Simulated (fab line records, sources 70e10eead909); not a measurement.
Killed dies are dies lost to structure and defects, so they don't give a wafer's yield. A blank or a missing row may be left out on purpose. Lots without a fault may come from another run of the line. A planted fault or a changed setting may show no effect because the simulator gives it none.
Chamber matching | flow nand_harc | NHARC_A_CHANNEL_FILL_D2_ALD_16 on ald_hk-01: 4 sister chambers
The step deposits SiO2, target thk 1.5 nm, pulse time 10 s, ald cycles 15. 14 wafers are shown with their chamber, then 7 later ones without.

WAFERS WITH THEIR CHAMBER
wafer  | chamber | heater_power_w (W) | precursor_pulse_height_rel
L076.1 | 2       | 439                | 0.984
L076.2 | 0       | 507                | 1.006
L076.3 | 1       | 416                | 0.981
L078.2 | 2       | 436                | 1.011
L078.3 | 1       | 402                | 0.988
L078.6 | 2       | 424                | 0.970
L079.2 | 2       | 432                | 1.003
L079.4 | 3       | 438                | 1.015
L079.5 | 0       | 514                | 0.983
L083.3 | 3       | 425                | 0.977
L083.4 | 0       | 511                | 0.994
L083.6 | 2       | 433                | 1.004
L088.3 | 3       | 446                | 0.985
L088.5 | 0       | 529                | 0.992

SIGNATURES (means of the wafers above)
reading                    | chamber 0 | chamber 1 | chamber 2 | chamber 3 | scatter within a chamber
heater_power_w             | 515.25    | 409.00    | 432.80    | 436.33    | 8.52
precursor_pulse_height_rel | 0.99375   | 0.98450   | 0.99440   | 0.99233   | 0.015
Rule: a wafer's distance from a chamber is the root of the sum, over the readings, of the square of ((its reading less the chamber's mean) divided by the reading's scatter). The wafer belongs to the nearest chamber; if the next one is less than 2 further off, it can't be placed. The scatter: the root of (the sum of the squares of (reading less its chamber's mean) over the shown wafers, divided by (wafers less chambers)).

WAFERS WITHOUT THEIR CHAMBER
wafer  | heater_power_w (W) | precursor_pulse_height_rel
L088.6 | 441                | 0.987
L094.3 | 420                | 1.014
L094.4 | 431                | 0.981
L094.6 | 416                | 1.010
L095.1 | 417                | 0.996
L095.2 | 477                | 1.045
L095.4 | 417                | 1.009

WHICH CHAMBER EACH WENT THROUGH
wafer  | from the rows above          | in truth
L088.6 | can't be placed: 3 or 2      | 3
L094.3 | can't be placed: 2 or 1 or 3 | 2
L094.4 | can't be placed: 2 or 3 or 1 | 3
L094.6 | can't be placed: 1 or 2 or 3 | 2
L095.1 | can't be placed: 1 or 2 or 3 | 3
L095.2 | can't be placed: 0 or 3 or 2 | 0
L095.4 | can't be placed: 1 or 2 or 3 | 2
Placed correctly: 0 of 7. Can't be placed from these rows: 7 (the true chamber is among the candidates in 7). Placed wrongly: 0.
